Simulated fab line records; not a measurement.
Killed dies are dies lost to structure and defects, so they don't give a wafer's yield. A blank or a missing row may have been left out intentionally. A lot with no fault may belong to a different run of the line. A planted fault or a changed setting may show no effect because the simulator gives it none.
fab line records ; flow n5_finfet
record lots=5; wafers=15; last_day=18
route steps=1938 shown BEOL_M4@1099 BEOL_M5@1112 BEOL_M9@1440 PASSIVATION@1936
lots that met no fault: from a run of the same line without faults
start_h: start of the lot's first displayed wafer, in hours after the record's first day ; wait_h: hours from the lot's prior step to this one ; " identical to the entry in the row above ; L1.1+2: a single row standing in for several wafers ; - no value present, or no start provided ; * or withheld: withheld ; < > ~ a bound
route shown NAME@n: names a module that has steps shown in the file, with the first one's number in the route ; usual: mean/standard deviation of fault-free wafers ; same: alike in all rows ; chamber/n: place in a boat ; sites: each site's reading ; _std_site: standard deviation of those values ; _edge_site: inner sites' mean taken away from outer sites' mean ; radius_mm: for every site, how far away it sits from the centre of the wafer ; mask NAME#n: copy n ; behind: tool/chamber where the wafer was last shaped ; hold: what put the lot on hold/how long, in hours/how the hold closed ; device: names the non-switching transistor (n, p or np) ; end of line: tests of these same wafers at the route's end ; step lacking rows: just its recipe ; killed: at the first sort, the dies lost to defects and structure; wafer yield is something else ; map: the dies of a wafer, with x for killed, . for not killed, _ for no die there
set.NAME: the setting as run; set.NAME@STEP: as run at that earlier step ; model.NAME: the simulator's own value behind a step, which no gauge read
a table for each step, a row for each wafer; lots at some steps of the route
services: when a tool's chamber went out of use (start_h, in hours from the record's first day, below 0 if earlier), for how many hours, and the reason
## steps
# step N5_BEOL_M4_ANNEAL_95
# recipe temp_c=400; time_s=240; ambient=vacuum
# step N5_BEOL_M4_SPUTTER_96
# recipe material=Cu; target_thk_a=45; temp_c=-20; chamber_pressure_pa=0.07; power_w=withheld; time_s=8.29
# step N5_BEOL_M4_ECD_50
# recipe material=Cu; target_thk_a=3000
# step N5_BEOL_M4_ANNEAL_51
# recipe temp_c=225; time_s=90; ambient=N2
# step N5_BEOL_M4_CMP_52
# recipe stop_on=SiOC; t_overpolish_s=6.8; down_force_psi=1; platen_rpm=50; clearing_platen_down_force_psi=1.5; clearing_platen_rpm=50; post_cmp_clean=cu_alkaline; target_thk_nm=40; clearing_platen_pad_velocity_m_s=0.99484; pad_velocity_m_s=0.99484
# step N5_BEOL_M4_PRE_CLEAN_60
# recipe gas=NH3/H2; time_s=15; temp_c=*; rf_power_w=300
# step N5_BEOL_M4_CO_CAP_55
# recipe material=Co; target_thk_a=20; temp_c=200; precursor=CCTBA/H2; pressure_torr=30; time_s=102.1
# step N5_BEOL_M4_PRE_CLEAN_56
# recipe gas=NH3; time_s=15; temp_c=withheld; rf_power_w=300
# step N5_BEOL_M4_DEP_57
# recipe material=SiCN; target_thk_a=80; temp_c=withheld; precursor=3MS/NH3; pressure_torr=3; rf_w=202; time_s=14
# step N5_BEOL_M4_RC_MEAS_101
# usual DIBL_N=36.3/1.6; DIBL_P=36.4/2.1; IOFF_N=0.16/0.032; IOFF_P=0.22/0.044; ION_N=675/12; ION_P=463/8.3; SS_N=71.6/0.64; SS_P=73.3/0.67; VT_N=250/3.3; VT_P=-250/3.7
lot.wafer;tool;chamber;start_h;wait_h;DIBL_N[mV/V];DIBL_P[mV/V];IOFF_N[nA/um];IOFF_P[nA/um];ION_N[uA/um];ION_P[uA/um];SS_N[mV/dec];SS_P[mV/dec];VT_N[mV];VT_P[mV]
L421.2;prober-01;0;219.13;0.2;37.4;38.4;0.19;0.25;684;468;71.2;73.8;245;-248
L421.4;prober-01;0;219.13;0.2;37.6;38.7;0.18;0.24;682;468;72.0;73.3;249;-250
L421.6;prober-01;0;219.13;0.2;35.2;35.4;0.15;0.20;660;463;70.3;72.8;250;-250
L430.1;prober-01;0;291.12;0.0;37.7;38.8;0.21;0.25;681;462;72.8;74.3;245;-247
L430.2;prober-01;0;291.12;0.0;39.5;42.2;0.26;0.33;704;480;73.4;74.9;245;-244
L430.6;prober-01;0;291.12;0.0;36.5;38.8;0.19;0.25;693;476;72.3;73.4;247;-248
L431.1;prober-02;0;300.26;0.0;35.5;35.0;0.14;0.19;671;459;71.4;72.9;250;-247
L431.2;prober-02;0;300.26;0.0;38.9;39.4;0.20;0.25;672;458;72.8;73.9;248;-247
L431.4;prober-02;0;300.26;0.0;37.8;37.6;0.18;0.23;685;468;72.6;73.3;249;-248
L432.2;prober-02;0;306.26;0.9;34.9;36.5;0.16;0.22;686;473;71.5;73.9;248;-252
L432.5;prober-02;0;306.26;0.9;33.3;33.8;0.12;0.18;653;452;71.9;72.8;255;-253
L432.6;prober-02;0;306.26;0.9;33.3;33.3;0.12;0.18;662;456;70.7;73.7;254;-251
L436.1;prober-02;0;317.05;0.0;37.7;37.0;0.15;0.18;685;463;71.4;73.3;250;-256
L436.2;prober-02;0;317.05;0.0;36.0;35.4;0.13;0.17;678;459;71.3;72.8;251;-254
L436.4;prober-02;0;317.05;0.0;34.7;33.3;0.10;0.13;648;443;71.1;72.2;258;-259
# step N5_BEOL_M5_ILD_DEP_00
# recipe material=SiCOH_lowk; target_thk_a=1406.4; temp_c=300; precursor=DEMS/porogen; pressure_torr=5; rf_w=500; time_s=25.9
# step N5_BEOL_M5_CURE_79
# recipe temp_c=385; time_s=240; ambient=He/Ar; material=SiCOH_lowk
# step N5_BEOL_M5_PECVD_70
# recipe material=SiO2; target_thk_a=160; temp_c=400; precursor=TEOS/O2; pressure_torr=5.5; rf_w=450; teos_flow_sccm=53.8; gas=O2; flow_sccm=3000; time_s=18
# step N5_BEOL_M5_HM_DEP_02
# recipe material=TiN; target_thk_a=200; temp_c=25; chamber_pressure_pa=0.49996
# step N5_BEOL_M5_COAT_59
# recipe resist=SOC; temp_c=250; time_s=60; spin_rpm=1500; resist_thk_nm=60
# step N5_BEOL_M5_COAT_60
# recipe resist=SiARC; temp_c=220; time_s=60; spin_rpm=1500; resist_thk_nm=12
# step N5_BEOL_M5_COAT_71
# recipe resist=underlayer; temp_c=205; time_s=60; spin_rpm=1500; resist_thk_nm=5
# step N5_BEOL_M5_COAT_05
# recipe resist=CAR-EUV; spin_rpm=1500; resist_thk_nm=30
# step N5_BEOL_M5_EBR_07
# recipe solvent=PGMEA; ebr_width_mm=1.5
# step N5_BEOL_M5_SOFTBAKE_06
# recipe temp_c=110; time_s=60; resist=CAR-EUV
# step N5_BEOL_M5_EXPOSE_08
# recipe mask_id=M5; na=0.33; source_shape=annular; sigma_inner=0.4; sigma_outer=0.8; polarization=unpolarized; target_cd_nm=28; dose_mj=35.75
# step N5_BEOL_M5_PEB_09
# recipe peb_temp_c=100; peb_time_s=60; resist=CAR-EUV
# step N5_BEOL_M5_DEVELOP_10
# recipe develop_time_s=30; developer=TMAH; resist=CAR-EUV; rinse_liquid=surfactant_rinse; dry=air_spin; dev_temp_c=23
# step N5_BEOL_M5_DESCUM_16
# recipe chemistry=O2; time_s=7; source_power_w=50; bias_power_w=20; pressure_mtorr=20; rf_frequency_hz=2.712e+07; temp_c=40; resist=CAR-EUV; o2_flow_sccm=225
# step N5_BEOL_M5_ETCH_72
# recipe chemistry=N2/H2; target=underlayer; target_depth_a=65; mask_material=CAR-EUV; time_s=5.2; ion_energy_ev=200; pressure_mtorr=30; source_w=840; bias_w=150; n2_flow_sccm=200; h2_flow_sccm=200; ends=cleared
# step N5_BEOL_M5_ETCH_61
# recipe chemistry=CF4; target=SiARC; target_depth_a=156; mask_material=CAR-EUV; time_s=26; ion_energy_ev=80; pressure_mtorr=40; source_w=545; bias_w=36; Ar_flow_sccm=100; cf4_flow_sccm=100; ends=cleared
# step N5_BEOL_M5_ETCH_62
# recipe chemistry=N2/H2; target=SOC; target_depth_a=750; overetch_a=150; mask_material=SiARC; temp_c=40; time_s=112.5; ion_energy_ev=200; pressure_mtorr=30; source_w=840; bias_w=150; n2_flow_sccm=200; h2_flow_sccm=200
# step N5_BEOL_M5_STRIP_63
# recipe chemistry=N2/H2; temp_c=40; n2_flow_sccm=200; h2_flow_sccm=200; rf_frequency_hz=6e+07
# step N5_BEOL_M5_STRIP_73
# recipe chemistry=N2/H2; temp_c=40; n2_flow_sccm=200; h2_flow_sccm=200; rf_frequency_hz=6e+07
# step N5_BEOL_M5_STRIP_64
# recipe chemistry=CF4; resist=SiARC; power_w=300; bias_power_w=75; pressure_mtorr=50; cf4_flow_sccm=150; rf_frequency_hz=6e+07
# step N5_BEOL_M5_HM_OPEN_17
# recipe chemistry=Cl2/BCl3; target_depth_a=200; overetch_a=60; target=TiN; mask_material=SOC; ion_energy_ev=150; pressure_mtorr=10; icp_w=1000; bias_w=126; Cl2_flow_sccm=53.25; bcl3_flow_sccm=21.75; Ar_flow_sccm=25
# step N5_BEOL_M5_STRIP_19
# recipe chemistry=O2; power_w=400; temp_c=40; pressure_mtorr=30; rf_frequency_hz=6e+07; bias_power_w=0; overash_fraction=0.2; o2_flow_sccm=225
# step N5_BEOL_M5_COAT_65
# recipe resist=SOC; temp_c=250; time_s=60; spin_rpm=1500; resist_thk_nm=60
# step N5_BEOL_M5_COAT_66
# recipe resist=SiARC; temp_c=220; time_s=60; spin_rpm=1500; resist_thk_nm=12
# step N5_BEOL_M9_ETCH_66
# recipe chemistry=N2/H2; target=SOC; target_depth_a=800; overetch_a=160; mask_material=SiARC; temp_c=40; time_s=120; ion_energy_ev=200; pressure_mtorr=30; source_w=840; bias_w=150; n2_flow_sccm=200; h2_flow_sccm=200
# usual bias_w=150.1/0.48; chamber_pressure_mTorr=29.999/0.029; drypump_motor_current_A=5.7/0.37; oes_product_au=0.62/0.065; rf_vpp_V=522.8/2.1; showerhead_plenum_p_Torr=2.51/0.08; throttle_valve_pct=17.86/0.18
lot.wafer;tool;chamber;start_h;wait_h;bias_w;chamber_pressure_mTorr;drypump_motor_current_A;oes_product_au;rf_hours_counter_h;rf_vpp_V;showerhead_plenum_p_Torr;throttle_valve_pct;model.CAR-EUV_of_BEOL_M9_COAT_22.thk_nm;model.SiARC_of_BEOL_M9_COAT_64.thk_nm;model.underlayer_of_BEOL_M9_COAT_75.thk_nm
L421.2;rie_diel-04;2;263.74;0.0;150.3;30.044;5.5;0.57;157;521.2;2.43;17.56;0;6.6;0
L421.4;rie_diel-04;1;263.74;0.0;150.4;30.040;5.8;0.63;-;520.8;2.46;17.92;0;6.4;0
L421.6;rie_diel-04;0;263.74;0.0;150.9;30.011;5.8;0.53;-;521.9;2.51;18.21;0;6.4;0
L430.1;rie_diel-04;0;336.38;0.0;-;-;-;-;-;-;-;-;11.2;12.2;5
L430.2;rie_diel-04;3;336.38;0.0;-;-;-;-;-;-;-;-;11.2;12;5
L430.6;rie_diel-04;3;336.38;0.0;-;-;-;-;-;-;-;-;11;12;5
L431.1;rie_diel-01;3;348.90;0.0;-;-;-;-;-;-;-;-;11.2;12;5
L431.2;rie_diel-01;0;348.90;0.0;-;-;-;-;-;-;-;-;11.4;12;5
L431.4;rie_diel-01;3;348.90;0.0;-;-;-;-;-;-;-;-;11.2;12;5
L432.2;rie_diel-04;3;349.02;0.0;-;-;-;-;-;-;-;-;11.2;12;5
L432.5;rie_diel-04;0;349.02;0.0;-;-;-;-;-;-;-;-;11.2;12;5
L432.6;rie_diel-04;1;349.02;0.0;-;-;-;-;-;-;-;-;11.2;12;5
L436.1;rie_diel-01;3;371.85;0.0;150.1;29.968;6.3;0.62;90;521.6;2.45;17.74;0;6.4;0
L436.2;rie_diel-01;0;371.85;0.0;149.3;29.976;6.1;0.64;48;524.2;2.61;18.06;0;6;0
L436.4;rie_diel-01;1;371.85;0.0;149.7;30.002;6.2;0.73;3;523.7;2.60;17.46;0;6;0
# step N5_BEOL_M9_VIA_ETCH_34
# recipe chemistry=C4F6/O2; target=SiCOH_lowk; target_depth_a=1824; mask_material=SOC; taper_deg=4; time_s=68.4; ion_energy_ev=250; pressure_mtorr=30; source_w=345; bias_w=185; Ar_flow_sccm=300; C4F6_flow_sccm=10; O2_flow_sccm=10
# usual C4F6_flow_sccm=10.002/0.029; O2_flow_sccm=9.999/0.028; drypump_motor_current_A=5.7/0.37; oes_product_au=0.82/0.09; rf_vpp_V=661/15; showerhead_plenum_p_Torr=2.81/0.075; throttle_valve_pct=20.99/0.16
lot.wafer;tool;chamber;start_h;wait_h;C4F6_flow_sccm;O2_flow_sccm;drypump_motor_current_A;oes_product_au;rf_hours_counter_h;rf_vpp_V;showerhead_plenum_p_Torr;throttle_valve_pct
L421.2;rie_diel-04;2;263.84;0.0;10.006;9.985;5.5;0.75;157;633;2.74;20.84
L421.4;rie_diel-04;1;263.84;0.0;10.038;9.964;5.8;0.83;-;662;2.76;20.96
L421.6;rie_diel-04;0;263.84;0.0;10.022;10.014;5.8;0.68;-;671;2.80;21.15
L430.1;rie_diel-04;0;336.48;0.0;10.002;10.001;5.8;0.34;14;672;2.79;20.67
L430.2;rie_diel-04;3;336.48;0.0;9.971;9.951;5.9;0.36;3;672;2.82;20.91
L430.6;rie_diel-04;3;336.48;0.0;9.998;10.002;5.8;0.36;-;670;2.82;20.93
L431.1;rie_diel-01;3;349.00;0.0;9.976;10.030;6.3;0.31;81;657;2.79;20.96
L431.2;rie_diel-01;0;349.00;0.0;9.967;9.949;6.1;0.31;39;695;2.91;20.95
L431.4;rie_diel-01;3;349.00;0.0;10.001;10.042;6.4;0.32;-;658;2.79;20.97
L432.2;rie_diel-04;3;349.12;0.0;9.996;10.017;5.8;0.35;7;671;2.82;20.92
L432.5;rie_diel-04;0;349.12;0.0;10.008;9.974;5.8;0.34;-;672;2.79;20.68
L432.6;rie_diel-04;1;349.12;0.0;9.978;10.050;5.7;0.29;-;661;2.75;20.84
L436.1;rie_diel-01;3;371.95;0.0;9.990;10.026;6.4;0.82;90;656;2.79;21.15
L436.2;rie_diel-01;0;371.95;0.0;10.034;10.041;6.1;0.86;48;695;2.90;21.12
L436.4;rie_diel-01;1;371.95;0.0;10.014;9.998;6.1;1.00;3;664;2.89;20.40
# step N5_PASSIVATION_PROBE_49
# usual defect_limited_yield=91.4/1.2; killed_at_M0_to_M3=35/11; killed_at_M4_up=14/6; killed_at_contacts=12/6.7; killed_at_front_end=37/9.7; killed_at_other=3.5/2.5; killed_dies=102/15; killed_on_rim=13/3.6; killed_open=67/12; killed_short=33/7.3; sort_bin_5_function=5.1/0.81; sort_bin_6_memory=3.2/0.65; sort_n_pass=1078/15; sort_yield_pct=91.4/1.2
# same gross_dies=1180; killed_at_back_side=0; sort_bin_4_leakage[%]=0; sort_bin_8_speed[%]=0
lot.wafer;tool;chamber;start_h;wait_h;defect_limited_yield[%];killed_at_M0_to_M3;killed_at_M4_up;killed_at_contacts;killed_at_front_end;killed_at_other;killed_dies;killed_on_rim;killed_open;killed_short;sort_bin_5_function[%];sort_bin_6_memory[%];sort_n_pass;sort_yield_pct[%]
L430.1;prober-02;-;389.64;0.0;0;31;1106;5;36;2;1180;152;64;28;97.5;2.4;0;0
L430.2;prober-02;-;389.69;0.1;0;34;1098;5;38;5;1180;152;84;27;96.6;3.1;0;0
L430.6;prober-02;-;389.89;0.3;0;31;1097;18;29;5;1180;152;58;38;96.5;3.3;0;0
L431.1;prober-02;-;408.37;0.0;0;38;1091;23;28;0;1180;152;73;25;97.4;2.5;0;0
L431.2;prober-02;-;408.42;0.1;0;33;1087;13;46;1;1180;152;82;26;96.4;3.6;0;0
L431.4;prober-02;-;408.52;0.2;0;50;1085;16;25;4;1180;152;62;37;96.2;3.6;0;0
L432.2;prober-01;-;416.32;0.1;0;36;1062;25;52;5;1180;152;97;28;96.1;3.8;0;0
L432.5;prober-01;-;416.47;0.2;0;30;1084;11;51;4;1180;152;78;26;96.4;3.3;0;0
L432.6;prober-01;-;416.52;0.3;0;46;1086;16;26;6;1180;152;79;29;95.8;4.2;0;0
# killed by level:class
L430.1 BEOL_M9:area_etch=1087 STI_FIN_REVEAL:geometric_particle:open=10 BEOL_M4:geometric_particle:open=10 BEOL_M0_SAQP:geometric_particle:short=6 FIN_SAQP:geometric_particle:open=5 BEOL_M2:geometric_particle:open=5 MOL_CONTACT_COAG:geometric_particle:open=4 BEOL_M1:geometric_particle:open=4
L430.2 BEOL_M9:area_etch=1069 BEOL_M4:geometric_particle:open=14 BEOL_M3:geometric_particle:open=11 FIN_SAQP:geometric_particle:open=10 DUMMY_GATE:geometric_particle:open=10 BEOL_M4:geometric_particle:short=5 GATE_CUT:geometric_particle:short=4 GATE_CUT:geometric_particle:open=4
L430.6 BEOL_M9:area_etch=1084 MOL_CONTACT_COAG:geometric_particle:open=13 FIN_SAQP:geometric_particle:short=5 DUMMY_GATE:geometric_particle:open=5 MOL_CONTACT_COAG:geometric_particle:short=5 BEOL_M3:geometric_particle:open=5 BEOL_M0_SAQP:geometric_particle:open=5 BEOL_M2:geometric_particle:open=5
L431.1 BEOL_M9:area_etch=1080 MOL_CONTACT_COAG:geometric_particle:open=19 FIN_SAQP:geometric_particle:open=11 BEOL_M2:geometric_particle:open=9 BEOL_M0_SAQP:geometric_particle:short=8 BEOL_M1:geometric_particle:open=5 BEOL_M3:geometric_particle:open=5 MOL_CONTACT_COAG:geometric_particle:short=4
L431.2 BEOL_M9:area_etch=1072 FIN_SAQP:geometric_particle:open=27 BEOL_M1:geometric_particle:open=18 MOL_CONTACT_COAG:geometric_particle:open=10 FIN_SAQP:geometric_particle:short=9 BEOL_M3:geometric_particle:open=6 BEOL_M2:geometric_particle:open=4 BEOL_M4:geometric_particle:open=4
L431.4 BEOL_M9:area_etch=1080 BEOL_M0_SAQP:geometric_particle:short=15 BEOL_M2:geometric_particle:open=11 FIN_SAQP:geometric_particle:open=10 MOL_CONTACT_COAG:geometric_particle:open=10 BEOL_M1:geometric_particle:open=9 MOL_CONTACT_COAG:geometric_particle:short=6 BEOL_M0_SAQP:geometric_particle:open=5
L432.2 BEOL_M9:area_etch=1055 MOL_CONTACT_COAG:geometric_particle:open=21 FIN_SAQP:geometric_particle:open=15 STI_FIN_REVEAL:geometric_particle:open=13 BEOL_M0_SAQP:geometric_particle:open=9 BEOL_M1:geometric_particle:open=8 BEOL_M2:geometric_particle:open=8 FIN_SAQP:geometric_particle:short=6
L432.5 BEOL_M9:area_etch=1074 FIN_SAQP:geometric_particle:open=18 STI_FIN_REVEAL:geometric_particle:open=18 MOL_CONTACT_COAG:geometric_particle:open=11 BEOL_M0_SAQP:geometric_particle:short=11 BEOL_M0_SAQP:geometric_particle:open=9 FIN_SAQP:geometric_particle:short=7 BEOL_M2:geometric_particle:open=4
L432.6 BEOL_M9:area_etch=1070 MOL_CONTACT_COAG:geometric_particle:open=12 BEOL_M0_SAQP:geometric_particle:open=12 BEOL_M0_SAQP:geometric_particle:short=10 BEOL_M2:geometric_particle:open=9 BEOL_M4:geometric_particle:open=8 STI_FIN_REVEAL:geometric_particle:open=7 BEOL_M3:geometric_particle:open=6
# map L430.1 (x killed, . not)
_________________xxxxxxxxxxxx________________
______________xxxxxxxxxxxxxxxxxx_____________
___________xxxxxxxxxxxxxxxxxxxxxxxx__________
__________xxxxxxxxxxxxxxxxxxxxxxxxxx_________
________xxxxxxxxxxxxxxxxxxxxxxxxxxxxxx_______
_______xxxxxxxxxxxxxxxxxxxxxxxxxxxxxxxx______
______xxxxxxxxxxxxxxxxxxxxxxxxxxxxxxxxxx_____
_____xxxxxxxxxxxxxxxxxxxxxxxxxxxxxxxxxxxx____
____xxxxxxxxxxxxxxxxxxxxxxxxxxxxxxxxxxxxxx___
___xxxxxxxxxxxxxxxxxxxxxxxxxxxxxxxxxxxxxxxx__
___xxxxxxxxxxxxxxxxxxxxxxxxxxxxxxxxxxxxxxxx__
__xxxxxxxxxxxxxxxxxxxxxxxxxxxxxxxxxxxxxxxxxx_
__xxxxxxxxxxxxxxxxxxxxxxxxxxxxxxxxxxxxxxxxxx_
_xxxxxxxxxxxxxxxxxxxxxxxxxxxxxxxxxxxxxxxxxxxx
_xxxxxxxxxxxxxxxxxxxxxxxxxxxxxxxxxxxxxxxxxxxx
_xxxxxxxxxxxxxxxxxxxxxxxxxxxxxxxxxxxxxxxxxxxx
_xxxxxxxxxxxxxxxxxxxxxxxxxxxxxxxxxxxxxxxxxxxx
_xxxxxxxxxxxxxxxxxxxxxxxxxxxxxxxxxxxxxxxxxxxx
_xxxxxxxxxxxxxxxxxxxxxxxxxxxxxxxxxxxxxxxxxxxx
_xxxxxxxxxxxxxxxxxxxxxxxxxxxxxxxxxxxxxxxxxxxx
_xxxxxxxxxxxxxxxxxxxxxxxxxxxxxxxxxxxxxxxxxxxx
__xxxxxxxxxxxxxxxxxxxxxxxxxxxxxxxxxxxxxxxxxx_
__xxxxxxxxxxxxxxxxxxxxxxxxxxxxxxxxxxxxxxxxxx_
___xxxxxxxxxxxxxxxxxxxxxxxxxxxxxxxxxxxxxxxx__
___xxxxxxxxxxxxxxxxxxxxxxxxxxxxxxxxxxxxxxxx__
____xxxxxxxxxxxxxxxxxxxxxxxxxxxxxxxxxxxxxx___
_____xxxxxxxxxxxxxxxxxxxxxxxxxxxxxxxxxxxx____
______xxxxxxxxxxxxxxxxxxxxxxxxxxxxxxxxxx_____
_______xxxxxxxxxxxxxxxxxxxxxxxxxxxxxxxx______
________xxxxxxxxxxxxxxxxxxxxxxxxxxxxxx_______
__________xxxxxxxxxxxxxxxxxxxxxxxxxx_________
___________xxxxxxxxxxxxxxxxxxxxxxxx__________
______________xxxxxxxxxxxxxxxxxx_____________
_________________xxxxxxxxxxxx________________
# map L431.1 (x killed, . not)
_________________xxxxxxxxxxxx________________
______________xxxxxxxxxxxxxxxxxx_____________
___________xxxxxxxxxxxxxxxxxxxxxxxx__________
__________xxxxxxxxxxxxxxxxxxxxxxxxxx_________
________xxxxxxxxxxxxxxxxxxxxxxxxxxxxxx_______
_______xxxxxxxxxxxxxxxxxxxxxxxxxxxxxxxx______
______xxxxxxxxxxxxxxxxxxxxxxxxxxxxxxxxxx_____
_____xxxxxxxxxxxxxxxxxxxxxxxxxxxxxxxxxxxx____
____xxxxxxxxxxxxxxxxxxxxxxxxxxxxxxxxxxxxxx___
___xxxxxxxxxxxxxxxxxxxxxxxxxxxxxxxxxxxxxxxx__
___xxxxxxxxxxxxxxxxxxxxxxxxxxxxxxxxxxxxxxxx__
__xxxxxxxxxxxxxxxxxxxxxxxxxxxxxxxxxxxxxxxxxx_
__xxxxxxxxxxxxxxxxxxxxxxxxxxxxxxxxxxxxxxxxxx_
_xxxxxxxxxxxxxxxxxxxxxxxxxxxxxxxxxxxxxxxxxxxx
_xxxxxxxxxxxxxxxxxxxxxxxxxxxxxxxxxxxxxxxxxxxx
_xxxxxxxxxxxxxxxxxxxxxxxxxxxxxxxxxxxxxxxxxxxx
_xxxxxxxxxxxxxxxxxxxxxxxxxxxxxxxxxxxxxxxxxxxx
_xxxxxxxxxxxxxxxxxxxxxxxxxxxxxxxxxxxxxxxxxxxx
_xxxxxxxxxxxxxxxxxxxxxxxxxxxxxxxxxxxxxxxxxxxx
_xxxxxxxxxxxxxxxxxxxxxxxxxxxxxxxxxxxxxxxxxxxx
_xxxxxxxxxxxxxxxxxxxxxxxxxxxxxxxxxxxxxxxxxxxx
__xxxxxxxxxxxxxxxxxxxxxxxxxxxxxxxxxxxxxxxxxx_
__xxxxxxxxxxxxxxxxxxxxxxxxxxxxxxxxxxxxxxxxxx_
___xxxxxxxxxxxxxxxxxxxxxxxxxxxxxxxxxxxxxxxx__
___xxxxxxxxxxxxxxxxxxxxxxxxxxxxxxxxxxxxxxxx__
____xxxxxxxxxxxxxxxxxxxxxxxxxxxxxxxxxxxxxx___
_____xxxxxxxxxxxxxxxxxxxxxxxxxxxxxxxxxxxx____
______xxxxxxxxxxxxxxxxxxxxxxxxxxxxxxxxxx_____
_______xxxxxxxxxxxxxxxxxxxxxxxxxxxxxxxx______
________xxxxxxxxxxxxxxxxxxxxxxxxxxxxxx_______
__________xxxxxxxxxxxxxxxxxxxxxxxxxx_________
___________xxxxxxxxxxxxxxxxxxxxxxxx__________
______________xxxxxxxxxxxxxxxxxx_____________
_________________xxxxxxxxxxxx________________
## services
tool;chamber;start_h;hours;kind
rie_diel-01;-;240.37;5.9;repair
rie_diel-01;2;252.91;26.0;repair
rie_diel-01;-;253.32;6.4;repair
rie_diel-04;0;277.96;-;clean
rie_diel-04;0;277.96;-;consumable_replace:focus_ring
rie_diel-04;0;277.96;19.5;scheduled_down
rie_diel-04;0;277.96;19.5;vent_cycle
rie_diel-04;3;297.44;-;clean
rie_diel-04;3;297.44;-;consumable_replace:focus_ring
rie_diel-04;3;297.44;27.5;scheduled_down
rie_diel-04;3;297.44;27.5;vent_cycle
rie_diel-01;0;301.70;3.2;repair
rie_diel-01;1;338.42;-;clean
rie_diel-01;1;338.42;-;consumable_replace:focus_ring
rie_diel-01;1;338.42;24.1;scheduled_down
rie_diel-01;1;338.42;24.1;vent_cycle
## key
first_sign step=N5_BEOL_M9_ETCH_66; reading=tool_record; direction=missing
effect step=N5_BEOL_M9_VIA_ETCH_34; reading=oes_product_au; direction=down; sigmas=5.4; usual=0.82; struck=0.33
effect step=N5_PASSIVATION_PROBE_49; reading=killed_at_M4_up; direction=up; sigmas=99+; usual=14; struck=1088
model_effect step=N5_BEOL_M9_ETCH_66; value=CAR-EUV_of_BEOL_M9_COAT_22.thk_nm; without=0; struck=11.2
more_kills_born_at N5_BEOL_M9_ETCH_66@rie_diel-04=6439; N5_BEOL_M9_ETCH_66@rie_diel-01=3232
met_at N5_BEOL_M9_ETCH_66
struck_wafers L430.1,L430.2,L430.6,L431.1,L431.2,L431.4,L432.2,L432.5,L432.6
later_rows_left_out L430.1,L430.2,L430.6,L431.1,L431.2,L431.4,L432.2,L432.5,L432.6
onset_between 263.74 336.38
fault kind=skipped_step_whole; tool=rie_diel-01,rie_diel-04; chamber=-; onset_h=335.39; steps=N5_BEOL_M9_ETCH_66; scope=struck_lots_only
# later_rows_left_out: the simulator's readings of these wafers behind a module that went badly wrong aren't trusted and aren't shown, but for the sort
